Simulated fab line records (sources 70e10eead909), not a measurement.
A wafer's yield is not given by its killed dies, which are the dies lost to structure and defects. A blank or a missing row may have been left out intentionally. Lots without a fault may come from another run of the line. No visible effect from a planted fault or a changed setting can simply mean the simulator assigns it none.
fab line records + flow nand-harc
record:
- lots: 6
- wafers: 18
- last-day: 34
route steps=1302 shown A_STAIRCASE@734 END@1302
lots that met no fault: taken from a fault-free run of the same line
start-h: start of the lot's first displayed wafer, in hours after the record's first day + wait-h: hours since the lot's step before + " repeats the value in the row above + L1.1+2: a row that stands for several wafers + - either no value or no given start + * or withheld: withheld + < > ~ a bound
route shown NAME@n: names a module that has steps shown in the file, with the first one's number in the route + usual: mean/standard deviation taken from wafers without a fault + same: alike in all rows + chamber/n: place in a boat + sites: each site's reading + _std_site: the values' standard deviation + _edge_site: inner sites' mean taken away from outer sites' mean + radius-mm: how far each site lies from the wafer's centre + mask NAME#n: copy n + behind: tool/chamber where the wafer was last shaped + hold: what put the lot on hold/how long, in hours/how the hold closed + device: which transistor (n, p or np) failed to switch + end of line: at the end of the route, the tests of the same wafers + for a step that has no rows: nothing shown but its recipe + killed: the dies lost at the first sort to structure and to defects; this is not the yield of the wafer + map: a wafer's dies, marking killed ones x, the rest . and places with no die _
set.NAME: the setting the step ran with; set.NAME@STEP: the setting that earlier step ran with + model.NAME: the simulator's own value behind a step, which no gauge read
lots seen at some steps along the route; tables by step, rows by wafer
services: a tool's chamber out of use, with start hour (start-h, from the record's first day; less than 0 if before it), hours out, and reason
== steps ==
step: NHARC_A_STAIRCASE_TRIM_220
recipe:
- time-s: 211.2
- o2-flow-sccm: 500
- ar-flow-sccm: 0
- bias-w: 0
- chemistry: O2
step: NHARC_A_STAIRCASE_ETCH_221
recipe:
- target-depth-a: 1000
- time-s: 40.5
- ion-energy-ev: 400
- c4f8-flow-sccm: 20
- o2-flow-sccm: 10
- ar-flow-sccm: withheld
- rf-w: 600
- bias-w: 1000
- chemistry: C4F8/O2
usual:
- chamber-pressure-mTorr: 24.999/0.023
- oes-product-au: 0.939/0.015
- rf-fwd-power-W: 593.0/2.1
- rf-vpp-V: 897/6.9
| lot.wafer | tool        | chamber | start-h | wait-h | chamber-pressure-mTorr | oes-product-au | rf-fwd-power-W | rf-hours-counter-h | rf-vpp-V |
|-----------|-------------|---------|---------|--------|------------------------|----------------|----------------|--------------------|----------|
| L625.4    | rie-diel-11 | 0       | -       | -      | 25.023                 | 0.909          | 589.5          | 7                  | 887      |
| L625.3    | "           | 2       | "       | "      | 25.027                 | 0.939          | 597.4          | 7                  | 890      |
| L625.1    | "           | 3       | "       | "      | 24.984                 | 0.939          | 596.9          | 6                  | 898      |
| L629.3    | rie-diel-04 | 2       | -       | -      | 25.000                 | 0.931          | 591.4          | 40                 | 895      |
| L629.6    | "           | 0       | "       | "      | 24.975                 | 0.943          | 591.7          | -                  | 906      |
| L629.5    | "           | 1       | "       | "      | 24.994                 | 0.925          | 590.8          | -                  | 904      |
| L630.2    | rie-diel-03 | 2       | -       | -      | 24.974                 | 0.969          | 595.7          | 14                 | 906      |
| L630.1    | "           | 1       | "       | "      | 24.997                 | 0.939          | 595.9          | 14                 | 890      |
| L630.5    | "           | 2       | "       | "      | 25.020                 | 0.981          | 593.2          | -                  | 904      |
| L637.4    | rie-diel-03 | 3       | -       | -      | 24.986                 | 0.957          | 594.2          | 29                 | 900      |
| L637.5    | "           | 3       | "       | "      | 25.013                 | 0.949          | 592.3          | -                  | 899      |
| L637.6    | "           | 0       | "       | "      | 24.983                 | 0.947          | 594.5          | -                  | 904      |
| L636.4    | rie-diel-11 | 1       | -       | -      | 24.967                 | 0.955          | 591.3          | 42                 | 891      |
| L636.2    | "           | 3       | "       | "      | 25.032                 | 0.969          | 591.8          | 42                 | 898      |
| L636.6    | "           | 1       | "       | "      | 25.007                 | 0.972          | 591.9          | -                  | 891      |
| L639.1    | rie-diel-04 | 0       | -       | -      | 25.004                 | 0.939          | 591.7          | 16                 | 905      |
| L639.4    | "           | 2       | "       | "      | 24.955                 | 0.945          | 594.9          | 14                 | 895      |
| L639.3    | "           | 3       | "       | "      | 24.991                 | 0.933          | 592.6          | 16                 | 904      |
step: NHARC_A_STAIRCASE_TRIM_222
recipe:
- time-s: 211.2
- o2-flow-sccm: 500
- ar-flow-sccm: 0
- bias-w: 0
- chemistry: O2
usual:
- chamber-pressure-mTorr: 60.01/0.053
- drypump-motor-current-A: 5.7/0.39
- oes-product-au: 1.001/0.012
- rf-vpp-V: 57.8/0.92
- showerhead-plenum-p-Torr: 3.55/0.18
- throttle-valve-pct: 17.037/0.0091
| lot.wafer | tool        | chamber | start-h | wait-h | chamber-pressure-mTorr | drypump-motor-current-A | oes-product-au | rf-hours-counter-h | rf-vpp-V | showerhead-plenum-p-Torr | throttle-valve-pct |
|-----------|-------------|---------|---------|--------|------------------------|-------------------------|----------------|--------------------|----------|--------------------------|--------------------|
| L625.3    | rie-diel-11 | 1       | -       | -      | 59.95                  | 6.2                     | 1.017          | 7                  | 57.2     | 3.42                     | 17.020             |
| L625.1    | "           | 2       | "       | "      | 59.94                  | 5.7                     | 1.003          | 7                  | 56.8     | 3.38                     | 17.062             |
| L625.4    | "           | 0       | "       | "      | 60.01                  | 5.5                     | 0.987          | 7                  | 57.2     | 3.30                     | 17.041             |
| L629.3    | rie-diel-04 | 3       | -       | -      | 59.99                  | 5.2                     | 1.022          | 46                 | 56.3     | 3.30                     | 17.029             |
| L629.5    | "           | 0       | "       | "      | 59.99                  | 5.5                     | 0.989          | -                  | 58.7     | 3.79                     | 17.040             |
| L629.6    | "           | 1       | "       | "      | 60.03                  | 6.1                     | 0.981          | -                  | 56.9     | 3.75                     | 17.053             |
| L630.2    | rie-diel-03 | 2       | -       | -      | 60.00                  | 6.1                     | 1.030          | 14                 | 57.1     | 3.80                     | 17.051             |
| L630.1    | "           | 0       | "       | "      | 59.97                  | 5.7                     | 1.009          | 10                 | 58.7     | 3.74                     | 17.049             |
| L630.5    | "           | 2       | "       | "      | 60.03                  | 6.1                     | 1.019          | -                  | 59.1     | 3.80                     | 17.045             |
| L637.4    | rie-diel-03 | 2       | -       | -      | 60.06                  | 6.1                     | 1.029          | 36                 | 58.2     | 3.79                     | 17.050             |
| L637.6    | "           | 1       | "       | "      | 60.04                  | 5.3                     | 0.993          | -                  | 56.7     | 3.40                     | 17.040             |
| L637.5    | "           | 2       | "       | "      | 59.98                  | 6.1                     | 1.026          | -                  | 58.8     | 3.79                     | 17.024             |
| L636.4    | rie-diel-11 | 3       | -       | -      | 60.08                  | 5.2                     | 0.997          | 42                 | 58.9     | 3.57                     | 17.045             |
| L636.2    | "           | 1       | "       | "      | 60.02                  | 6.2                     | 1.014          | 42                 | 56.9     | 3.40                     | 17.035             |
| L636.6    | "           | 2       | "       | "      | 60.09                  | 5.7                     | 0.981          | -                  | 56.7     | 3.36                     | 17.023             |
| L639.1    | rie-diel-04 | 2       | -       | -      | 59.94                  | 5.4                     | 1.014          | 14                 | 56.1     | 3.48                     | 17.015             |
| L639.4    | "           | 0       | "       | "      | 60.00                  | 5.6                     | 0.998          | 16                 | 59.4     | 3.77                     | 17.048             |
| L639.3    | "           | 1       | "       | "      | 60.08                  | 6.1                     | 0.990          | 14                 | 59.8     | 3.73                     | 17.039             |
step: NHARC_A_STAIRCASE_ETCH_223
recipe:
- target-depth-a: 1000
- time-s: 40.5
- ion-energy-ev: 400
- c4f8-flow-sccm: 20
- o2-flow-sccm: 10
- ar-flow-sccm: withheld
- rf-w: 600
- bias-w: 1000
- chemistry: C4F8/O2
usual:
- chamber-pressure-mTorr: 25.00/0.033
- oes-product-au: 0.941/0.013
- rf-fwd-power-W: 593.5/2.4
- rf-vpp-V: 897/6.5
| lot.wafer | tool        | chamber | start-h | wait-h | chamber-pressure-mTorr | oes-product-au | rf-fwd-power-W | rf-hours-counter-h | rf-vpp-V |
|-----------|-------------|---------|---------|--------|------------------------|----------------|----------------|--------------------|----------|
| L625.3    | rie-diel-11 | 2       | -       | -      | 24.97                  | 0.933          | 598.1          | 7                  | 891      |
| L625.1    | "           | 3       | "       | "      | 24.98                  | 0.958          | 595.4          | 6                  | 898      |
| L625.4    | "           | 1       | "       | "      | 24.98                  | 0.959          | 591.8          | 7                  | 891      |
| L629.3    | rie-diel-04 | 2       | -       | -      | 24.99                  | 0.943          | 593.1          | 40                 | 894      |
| L629.5    | "           | 2       | "       | "      | 25.02                  | 0.935          | 591.4          | -                  | 895      |
| L629.6    | "           | 3       | "       | "      | 24.99                  | 0.964          | 593.4          | -                  | 887      |
| L630.1    | rie-diel-03 | 2       | -       | -      | 24.95                  | 0.961          | 589.3          | 14                 | 906      |
| L630.2    | "           | 0       | "       | "      | 24.94                  | 0.954          | 592.1          | 10                 | 904      |
| L630.5    | "           | 3       | "       | "      | 24.99                  | 0.940          | 593.6          | -                  | 899      |
| L637.4    | rie-diel-03 | 0       | -       | -      | 25.02                  | 0.963          | 590.6          | 28                 | 902      |
| L637.5    | "           | 0       | "       | "      | 25.01                  | 0.954          | 594.1          | -                  | 902      |
| L637.6    | "           | 1       | "       | "      | 25.00                  | 0.927          | 596.7          | -                  | 893      |
| L636.2    | rie-diel-11 | 2       | -       | -      | 24.99                  | 0.947          | 593.9          | 46                 | 889      |
| L636.4    | "           | 3       | "       | "      | 24.97                  | 0.953          | 594.2          | 43                 | 898      |
| L636.6    | "           | 3       | "       | "      | 25.01                  | 0.949          | 595.1          | -                  | 899      |
| L639.4    | rie-diel-04 | 0       | -       | -      | 25.00                  | 0.940          | 590.2          | 16                 | 907      |
| L639.3    | "           | 2       | "       | "      | 24.98                  | 0.942          | 592.7          | 14                 | 894      |
| L639.1    | "           | 3       | "       | "      | 25.01                  | 0.930          | 595.2          | 16                 | 904      |
step: NHARC_A_STAIRCASE_TRIM_224
recipe:
- time-s: 211.2
- o2-flow-sccm: 500
- ar-flow-sccm: 0
- bias-w: 0
- chemistry: O2
usual:
- chamber-pressure-mTorr: 60.00/0.055
- drypump-motor-current-A: 5.7/0.39
- oes-product-au: 1.001/0.013
- rf-vpp-V: 57.9/1
- showerhead-plenum-p-Torr: 3.55/0.18
- throttle-valve-pct: 17.037/0.0093
| lot.wafer | tool        | chamber | start-h | wait-h | chamber-pressure-mTorr | drypump-motor-current-A | oes-product-au | rf-hours-counter-h | rf-vpp-V | showerhead-plenum-p-Torr | throttle-valve-pct |
|-----------|-------------|---------|---------|--------|------------------------|-------------------------|----------------|--------------------|----------|--------------------------|--------------------|
| L625.3    | rie-diel-11 | 0       | -       | -      | 59.95                  | 5.6                     | 0.984          | 7                  | 55.0     | 3.30                     | 17.046             |
| L625.1    | "           | 1       | "       | "      | 59.97                  | 6.2                     | 1.005          | 7                  | 57.5     | 3.42                     | 17.025             |
| L625.4    | "           | 2       | "       | "      | 60.00                  | 5.7                     | 0.996          | 7                  | 57.1     | 3.38                     | 17.045             |
| L629.3    | rie-diel-04 | 3       | -       | -      | 60.07                  | 5.2                     | 1.027          | 46                 | 56.3     | 3.30                     | 17.043             |
| L629.6    | "           | 2       | "       | "      | 59.95                  | 5.5                     | 1.005          | -                  | 58.2     | 3.49                     | 17.045             |
| L629.5    | "           | 3       | "       | "      | 59.91                  | 5.2                     | 1.035          | -                  | 57.2     | 3.30                     | 17.050             |
| L630.1    | rie-diel-03 | 1       | -       | -      | 60.00                  | 5.2                     | 0.993          | 14                 | 58.1     | 3.41                     | 17.051             |
| L630.2    | "           | 2       | "       | "      | 60.08                  | 6.1                     | 1.027          | 15                 | 59.5     | 3.80                     | 17.039             |
| L630.5    | "           | 0       | "       | "      | 59.97                  | 5.7                     | 1.000          | -                  | 58.3     | 3.74                     | 17.045             |
| L637.4    | rie-diel-03 | 1       | -       | -      | 60.06                  | 5.2                     | 1.007          | 33                 | 56.4     | 3.40                     | 17.039             |
| L637.5    | "           | 2       | "       | "      | 60.09                  | 6.1                     | 1.019          | -                  | 58.5     | 3.79                     | 17.053             |
| L637.6    | "           | 3       | "       | "      | 59.96                  | 6.3                     | 1.010          | -                  | 58.5     | 3.60                     | 17.041             |
| L636.4    | rie-diel-11 | 1       | -       | -      | 59.97                  | 6.2                     | 1.019          | 42                 | 59.0     | 3.40                     | 17.042             |
| L636.2    | "           | 2       | "       | "      | 60.03                  | 5.7                     | 0.989          | 46                 | 57.2     | 3.36                     | 17.011             |
| L636.6    | "           | 1       | "       | "      | 60.10                  | 6.2                     | 1.018          | -                  | 58.0     | 3.40                     | 17.045             |
| L639.1    | rie-diel-04 | 0       | -       | -      | 59.95                  | 5.6                     | 0.995          | 16                 | 58.1     | 3.77                     | 17.040             |
| L639.3    | "           | 2       | "       | "      | 60.02                  | 5.4                     | 1.006          | 14                 | 57.7     | 3.48                     | 17.044             |
| L639.4    | "           | 3       | "       | "      | 59.95                  | 5.2                     | 0.987          | 16                 | 58.0     | 3.80                     | 17.040             |
step: NHARC_A_STAIRCASE_ETCH_225
recipe:
- target-depth-a: 1000
- time-s: 40.5
- ion-energy-ev: 400
- c4f8-flow-sccm: 20
- o2-flow-sccm: 10
- ar-flow-sccm: withheld
- rf-w: 600
- bias-w: 1000
- chemistry: C4F8/O2
step: NHARC_A_STAIRCASE_TRIM_226
recipe:
- time-s: 211.2
- o2-flow-sccm: 500
- ar-flow-sccm: 0
- bias-w: 0
- chemistry: O2
step: NHARC_A_STAIRCASE_ETCH_227
recipe:
- target-depth-a: 1000
- time-s: 40.5
- ion-energy-ev: 400
- c4f8-flow-sccm: 20
- o2-flow-sccm: 10
- ar-flow-sccm: withheld
- rf-w: 600
- bias-w: 1000
- chemistry: C4F8/O2
step: NHARC_A_STAIRCASE_TRIM_229
recipe:
- time-s: 211.2
- o2-flow-sccm: 500
- ar-flow-sccm: 0
- bias-w: 0
- chemistry: O2
step: NHARC_A_STAIRCASE_ETCH_230
recipe:
- target-depth-a: 1000
- time-s: 40.5
- ion-energy-ev: 400
- c4f8-flow-sccm: 20
- o2-flow-sccm: 10
- ar-flow-sccm: withheld
- rf-w: 600
- bias-w: 1000
- chemistry: C4F8/O2
step: NHARC_A_STAIRCASE_TRIM_231
recipe:
- time-s: 211.2
- o2-flow-sccm: 500
- ar-flow-sccm: 0
- bias-w: 0
- chemistry: O2
usual:
- chamber-pressure-mTorr: 60.00/0.054
- drypump-motor-current-A: 5.7/0.38
- oes-product-au: 0.999/0.013
- rf-vpp-V: 57.8/0.96
- showerhead-plenum-p-Torr: 3.52/0.18
- throttle-valve-pct: 17.036/0.0095
| lot.wafer | tool        | chamber | start-h | wait-h | chamber-pressure-mTorr | drypump-motor-current-A | oes-product-au | rf-hours-counter-h | rf-vpp-V | showerhead-plenum-p-Torr | throttle-valve-pct |
|-----------|-------------|---------|---------|--------|------------------------|-------------------------|----------------|--------------------|----------|--------------------------|--------------------|
| L625.4    | rie-diel-04 | 1       | -       | -      | 60.01                  | 6.1                     | 0.977          | 35                 | 58.8     | 3.75                     | 17.030             |
| L625.3    | "           | 2       | "       | "      | 60.08                  | 5.4                     | 0.995          | 36                 | 59.2     | 3.50                     | 17.032             |
| L625.1    | "           | 3       | "       | "      | 59.94                  | 5.2                     | 1.010          | 42                 | 57.2     | 3.30                     | 17.033             |
| L629.3    | rie-diel-04 | 3       | -       | -      | 59.98                  | 5.2                     | 1.024          | 46                 | 56.8     | 3.30                     | 17.030             |
| L629.5    | "           | 3       | "       | "      | 60.01                  | 5.2                     | 1.029          | -                  | 57.7     | 3.30                     | 17.045             |
| L629.6    | "           | 0       | "       | "      | 59.98                  | 5.5                     | 0.991          | -                  | 59.0     | 3.79                     | 17.051             |
| L630.2    | rie-diel-04 | 1       | -       | -      | 59.96                  | 6.1                     | 0.982          | 45                 | 58.7     | 3.75                     | 17.062             |
| L630.1    | "           | 2       | "       | "      | 60.11                  | 5.5                     | 0.998          | 46                 | 57.0     | 3.49                     | 17.037             |
| L630.5    | "           | 0       | "       | "      | 59.96                  | 5.5                     | 0.998          | -                  | 58.8     | 3.78                     | 17.034             |
| L637.4    | rie-diel-03 | 2       | -       | -      | 60.04                  | 6.1                     | 1.008          | 36                 | 60.1     | 3.79                     | 17.039             |
| L637.5    | "           | 1       | "       | "      | 59.95                  | 5.3                     | 0.987          | -                  | 57.1     | 3.40                     | 17.022             |
| L637.6    | "           | 2       | "       | "      | 60.01                  | 6.1                     | 1.013          | -                  | 57.6     | 3.79                     | 17.021             |
| L636.2    | rie-diel-11 | 1       | -       | -      | 60.01                  | 6.2                     | 1.023          | 42                 | 58.5     | 3.40                     | 17.032             |
| L636.4    | "           | 3       | "       | "      | 60.00                  | 5.2                     | 0.999          | 43                 | 57.5     | 3.57                     | 17.043             |
| L636.6    | "           | 1       | "       | "      | 60.05                  | 6.2                     | 1.021          | -                  | 58.4     | 3.40                     | 17.045             |
| L639.4    | rie-diel-11 | 3       | -       | -      | 59.97                  | 5.1                     | 1.010          | 50                 | 57.8     | 3.57                     | 17.045             |
| L639.1    | "           | 0       | "       | "      | 60.09                  | 5.6                     | 0.994          | 47                 | 56.8     | 3.28                     | 17.023             |
| L639.3    | "           | 1       | "       | "      | 60.00                  | 6.2                     | 1.017          | 51                 | 56.1     | 3.40                     | 17.044             |
step: NHARC_A_STAIRCASE_ETCH_232
recipe:
- target-depth-a: 1000
- time-s: 40.5
- ion-energy-ev: 400
- c4f8-flow-sccm: 20
- o2-flow-sccm: 10
- ar-flow-sccm: withheld
- rf-w: 600
- bias-w: 1000
- chemistry: C4F8/O2
usual:
- chamber-pressure-mTorr: 24.999/0.022
- oes-product-au: 0.945/0.014
- rf-fwd-power-W: 592.8/2.6
- rf-vpp-V: 896/6.7
| lot.wafer | tool        | chamber | start-h | wait-h | chamber-pressure-mTorr | oes-product-au | rf-fwd-power-W | rf-hours-counter-h | rf-vpp-V |
|-----------|-------------|---------|---------|--------|------------------------|----------------|----------------|--------------------|----------|
| L625.1    | rie-diel-04 | 2       | 471.16  | -      | 25.023                 | 0.938          | 594.6          | 36                 | 895      |
| L625.4    | "           | 0       | "       | "      | 24.997                 | 0.925          | 585.6          | 30                 | 905      |
| L625.3    | "           | 1       | "       | "      | 25.021                 | 0.915          | 592.6          | 35                 | 904      |
| L629.3    | rie-diel-04 | 1       | 488.44  | -      | 25.007                 | 1.009          | 690.7          | 41                 | 903      |
| L629.6    | "           | 0       | "       | "      | 24.994                 | 1.033          | 685.5          | -                  | 906      |
| L629.5    | "           | 1       | "       | "      | 25.037                 | 1.013          | 690.6          | -                  | 904      |
| L630.2    | rie-diel-04 | 2       | 503.94  | -      | 25.015                 | 1.067          | 686.8          | 46                 | 895      |
| L630.1    | "           | 3       | "       | "      | 25.015                 | 1.093          | 690.6          | 52                 | 886      |
| L630.5    | "           | 0       | "       | "      | 24.992                 | 1.031          | 685.8          | -                  | 905      |
| L637.4    | rie-diel-03 | 0       | 571.47  | -      | 25.006                 | 0.940          | 593.2          | 28                 | 904      |
| L637.6    | "           | 3       | "       | "      | 24.977                 | 0.946          | 593.3          | -                  | 900      |
| L637.5    | "           | 0       | "       | "      | 24.998                 | 0.943          | 592.8          | -                  | 904      |
| L636.4    | rie-diel-11 | 2       | 572.37  | -      | 24.996                 | 0.931          | 595.6          | 46                 | 891      |
| L636.2    | "           | 3       | "       | "      | 24.999                 | 0.959          | 596.3          | 43                 | 899      |
| L636.6    | "           | 1       | "       | "      | 24.946                 | 0.953          | 592.8          | -                  | 893      |
| L639.4    | rie-diel-11 | 0       | 592.07  | -      | 24.987                 | 0.923          | 593.2          | 47                 | 886      |
| L639.3    | "           | 1       | "       | "      | 25.015                 | 0.959          | 589.7          | 51                 | 891      |
| L639.1    | "           | 2       | "       | "      | 24.991                 | 0.923          | 596.6          | 54                 | 889      |
step: NHARC_A_STAIRCASE_TRIM_233
recipe:
- time-s: 211.2
- o2-flow-sccm: 500
- ar-flow-sccm: 0
- bias-w: 0
- chemistry: O2
step: NHARC_END_SORT_01
recipe:
- temp-c: 25
usual:
- killed-at-array: 55/19
- killed-at-other: 0.9/1.4
- killed-at-periphery: 3.8/2.9
- killed-dies: 60/19
- killed-open: 3.3/1.8
- killed-short: 2.6/1.6
same:
- gross-dies: 677
| lot.wafer | tool      | chamber | start-h | wait-h | killed-at-array | killed-at-other | killed-at-periphery | killed-dies | killed-open | killed-short |
|-----------|-----------|---------|---------|--------|-----------------|-----------------|---------------------|-------------|-------------|--------------|
| L625.1    | prober-01 | 0       | 667.88  | 2.5    | 81              | 0               | 5                   | 86          | 5           | 2            |
| L625.3    | prober-01 | 0       | 669.48  | 3.1    | 74              | 0               | 2                   | 76          | 0           | 1            |
| L625.4    | prober-01 | 0       | 670.29  | 3.4    | 58              | 0               | 1                   | 59          | 2           | 0            |
| L629.3    | prober-02 | 0       | 699.96  | 3.1    | 34              | 0               | 2                   | 36          | 3           | 6            |
| L629.5    | prober-02 | 0       | 701.53  | 3.6    | 42              | 0               | 2                   | 44          | 2           | 1            |
| L629.6    | prober-02 | 0       | 702.32  | 3.9    | 53              | 2               | 2                   | 57          | 3           | 1            |
| L630.1    | prober-01 | 0       | 716.13  | 2.5    | 69              | 3               | 6                   | 78          | 8           | 3            |
| L630.2    | prober-01 | 0       | 716.93  | 2.8    | 71              | 2               | 3                   | 76          | 4           | 1            |
| L630.5    | prober-01 | 0       | 719.35  | 3.7    | 67              | 0               | 9                   | 76          | 8           | 1            |
| L636.2    | prober-01 | 0       | 762.68  | 2.8    | 44              | 1               | 5                   | 50          | 0           | 4            |
| L636.4    | prober-01 | 0       | 764.27  | 3.4    | 30              | 3               | 6                   | 39          | 0           | 1            |
| L636.6    | prober-01 | 0       | 765.87  | 4.0    | 40              | 1               | 5                   | 46          | 3           | 0            |
killed by level:class
L625.1 A_CHANNEL_HOLE_D1:chamber-film-flake=37 A_SLIT:chamber-film-flake=34 A_CONTACT:chamber-film-flake=5 P_CONTACT:geometric-particle:open=2 A_STAIRCASE:chamber-film-flake=2 P_M0:geometric-particle:open=1 P_M0:geometric-particle:short=1 A_DECK1_JOINT:geometric-particle:open=1
L625.3 A_CHANNEL_HOLE_D1:chamber-film-flake=36 A_SLIT:chamber-film-flake=31 A_CONTACT:chamber-film-flake=5 A_CHANNEL_HOLE_D2:geometric-particle:short=1 P_ZERO_WELL:chamber-film-flake=1 P_GATE:chamber-film-flake=1 A_CHANNEL_HOLE_D2:chamber-film-flake=1
L625.4 A_CHANNEL_HOLE_D1:chamber-film-flake=26 A_SLIT:chamber-film-flake=22 A_CONTACT:chamber-film-flake=5 A_STAIRCASE:chamber-film-flake=2 A_ONON_D1:geometric-particle:open=1 A_DECK1_JOINT:geometric-particle:open=1 P_GATE:chamber-film-flake=1 A_CHANNEL_HOLE_D2:chamber-film-flake=1
L629.3 A_SLIT:chamber-film-flake=14 A_CHANNEL_HOLE_D2:chamber-film-flake=5 A_CHANNEL_HOLE_D1:chamber-film-flake=4 P_CONTACT:geometric-particle:short=1 A_ONON_D1:geometric-particle:short=1 A_CHANNEL_FILL_D1:geometric-particle:short=1 A_CHANNEL_FILL_D2:geometric-particle:short=1 A_SGD_CUT:geometric-particle:open=1
L629.5 A_SLIT:chamber-film-flake=19 A_CHANNEL_HOLE_D2:chamber-film-flake=11 A_CHANNEL_HOLE_D1:chamber-film-flake=7 P_M0:geometric-particle:open=1 A_ONON_D1:geometric-particle:short=1 A_CHANNEL_FILL_D1:geometric-particle:open=1 P_GATE:chamber-film-flake=1 A_CHANNEL_FILL_D1:chamber-film-flake=1
L629.6 A_SLIT:chamber-film-flake=26 A_CHANNEL_HOLE_D2:chamber-film-flake=14 A_CHANNEL_HOLE_D1:chamber-film-flake=7 A_CONTACT:chamber-film-flake=2 A_STAIRCASE:chamber-film-flake=2 THIN_TSV:chamber-film-flake=2 P_GATE:geometric-particle:open=1 P_CONTACT:geometric-particle:open=1
L630.1 A_CHANNEL_HOLE_D1:chamber-film-flake=30 A_CHANNEL_HOLE_D2:chamber-film-flake=15 A_CONTACT:chamber-film-flake=10 THIN_TSV:chamber-film-flake=3 A_SLIT:chamber-film-flake=3 P_CONTACT:geometric-particle:open=2 A_SOURCE_PLATE:geometric-particle:short=2 A_STAIRCASE:chamber-film-flake=2
L630.2 A_CHANNEL_HOLE_D1:chamber-film-flake=32 A_CHANNEL_HOLE_D2:chamber-film-flake=23 A_CONTACT:chamber-film-flake=5 A_SLIT:chamber-film-flake=5 P_M1:geometric-particle:open=2 A_ZERO_WELL:chamber-film-flake=2 THIN_TSV:chamber-film-flake=2 P_GATE:geometric-particle:short=1
L630.5 A_CHANNEL_HOLE_D1:chamber-film-flake=29 A_CHANNEL_HOLE_D2:chamber-film-flake=14 A_CONTACT:chamber-film-flake=13 P_M0:geometric-particle:open=4 A_STAIRCASE:chamber-film-flake=3 A_ONON_D1:geometric-particle:open=2 P_STI:chamber-film-flake=2 P_GATE:chamber-film-flake=2
L636.2 A_SLIT:chamber-film-flake=30 P_CONTACT:chamber-film-flake=3 A_STAIRCASE:chamber-film-flake=3 P_ZERO_WELL:chamber-film-flake=2 A_CHANNEL_HOLE_D2:chamber-film-flake=2 A_CHANNEL_FILL_D1:geometric-particle:short=1 A_DECK1_JOINT:geometric-particle:short=1 A_SGD_CUT:geometric-particle:short=1
L636.4 A_SLIT:chamber-film-flake=23 P_CONTACT:chamber-film-flake=4 THIN_TSV:chamber-film-flake=3 A_STAIRCASE:chamber-film-flake=2 A_M0:geometric-particle:short=1 P_ZERO_WELL:chamber-film-flake=1 P_STI:chamber-film-flake=1 A_ZERO_WELL:chamber-film-flake=1
L636.6 A_SLIT:chamber-film-flake=29 A_STAIRCASE:chamber-film-flake=3 P_M1:geometric-particle:open=2 A_WL_FILL:chamber-film-flake=2 P_CONTACT:chamber-film-flake=2 A_CONTACT:chamber-film-flake=2 A_M0:geometric-particle:open=1 P_BONDPAD:chamber-film-flake=1
== services ==
| tool        | chamber | start-h | hours | kind       |
|-------------|---------|---------|-------|------------|
| rie-diel-04 | 0       | 442.51  | -     | clean      |
| rie-diel-04 | 1       | 442.51  | -     | clean      |
| rie-diel-04 | 2       | 442.51  | -     | clean      |
| rie-diel-04 | 3       | 442.51  | -     | clean      |
| rie-diel-03 | -       | 458.59  | 9.0   | pm         |
| rie-diel-04 | 0       | 467.01  | -     | clean      |
| rie-diel-04 | 1       | 467.01  | -     | clean      |
| rie-diel-04 | 2       | 467.01  | -     | clean      |
| rie-diel-04 | 3       | 467.01  | -     | clean      |
| rie-diel-04 | 0       | 491.66  | -     | clean      |
| rie-diel-04 | 1       | 491.66  | -     | clean      |
| rie-diel-04 | 2       | 491.66  | -     | clean      |
| rie-diel-04 | 3       | 491.66  | -     | clean      |
| rie-diel-04 | 0       | 516.50  | -     | clean      |
| rie-diel-04 | 1       | 516.50  | -     | clean      |
| rie-diel-04 | 2       | 516.50  | -     | clean      |
| rie-diel-04 | 3       | 516.50  | -     | clean      |
| rie-diel-03 | 2       | 517.55  | 7.5   | repair     |
| rie-diel-04 | -       | 535.82  | 9.0   | pm         |
| rie-diel-04 | 0       | 535.82  | 9.0   | vent-cycle |
| rie-diel-04 | 1       | 535.82  | 9.0   | vent-cycle |
| rie-diel-04 | 2       | 535.82  | 9.0   | vent-cycle |
| rie-diel-04 | 3       | 535.82  | 9.0   | vent-cycle |
| rie-diel-03 | 3       | 546.16  | 10.6  | repair     |
== key ==
first-sign:
- step: NHARC_A_STAIRCASE_ETCH_232
- reading: rf-fwd-power-W
- direction: up
- sigmas: 36
- usual: *
- struck: *
effect:
- step: NHARC_A_STAIRCASE_ETCH_232
- reading: oes-product-au
- direction: up
- sigmas: 6.7
- usual: 0.945
- struck: 1.041
met-at NHARC_A_STAIRCASE_ETCH_232
struck-wafers L629.3,L629.5,L629.6,L630.1,L630.2,L630.5
tester-left-out L629,L630
onset-between 471.16 488.44
fault:
- kind: process-parameter-drift
- tool: rie-diel-04
- chamber: -
- onset-h: 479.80
- steps: NHARC_A_STAIRCASE_ETCH_232
- channel: rf-w
- offset: *
- shape: step
- end-h: 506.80
- acts-in: *
- stated: *
tester-left-out: of these lots the tester's yield and bins aren't shown, on N5 and GAA mostly nor the transistor test; their killed dies are dies lost to structure and defects alone, not to doping, threshold or leakage, so they don't give the yield
